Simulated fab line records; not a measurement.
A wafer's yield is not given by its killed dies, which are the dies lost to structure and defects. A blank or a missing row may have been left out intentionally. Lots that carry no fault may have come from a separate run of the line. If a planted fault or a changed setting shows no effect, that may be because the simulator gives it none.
Matching of chambers    flow n5_finfet    4 sister chambers for N5_BEOL_M12_ETCH_67 on rie_diel-04
The step etches SiARC in CF4, target depth 143 nm, time 238.3 s. 8 wafers are shown with their chamber, then 8 later ones without.

## WAFERS, EACH WITH ITS CHAMBER
wafer   chamber  drypump_motor_current_A (A)  throttle_valve_pct (%)
L075.6  3        6.2                          15.94
L081.5  3        6.2                          15.96
L084.3  0        6.2                          16.08
L089.3  2        4.9                          15.47
L088.1  0        6.1                          16.09
L088.3  1        6.3                          15.29
L088.4  2        4.9                          15.47
L091.1  1        6.3                          15.29

## WAFERS WITHOUT THEIR CHAMBER
wafer   drypump_motor_current_A (A)  throttle_valve_pct (%)
L091.3  6.2                          16.01
L091.4  4.9                          15.46
L095.1  6.3                          15.31
L095.2  4.9                          15.50
L095.3  6.2                          15.60
L094.2  4.9                          15.50
L094.5  6.3                          15.32
L094.6  6.2                          15.61

## WHICH CHAMBER EACH ONE RAN IN
wafer   from the rows above      in truth
L091.3  3                        3
L091.4  2                        2
L095.1  1                        1
L095.2  2                        2
L095.3  can't be placed: 1 or 2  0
L094.2  2                        2
L094.5  1                        1
L094.6  can't be placed: 1 or 2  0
6 of 8 placed correctly. These rows do not allow placing 2 (true chamber among the candidates in 0). Number placed wrongly: 0.
How it was worked out, from the rows above alone: a wafer's distance from a chamber is the root of the sum, over the readings, of the square of ((its reading less the chamber's mean) divided by the reading's scatter). The wafer belongs to the nearest chamber; if the next one is less than 2 further off, it can't be placed. For every chamber, the mean is computed from those of its wafers that are shown. How the scatter is found: for the shown wafers, subtract from each reading the mean of its chamber, square and add these, divide the total by (wafers less chambers), then take the root.
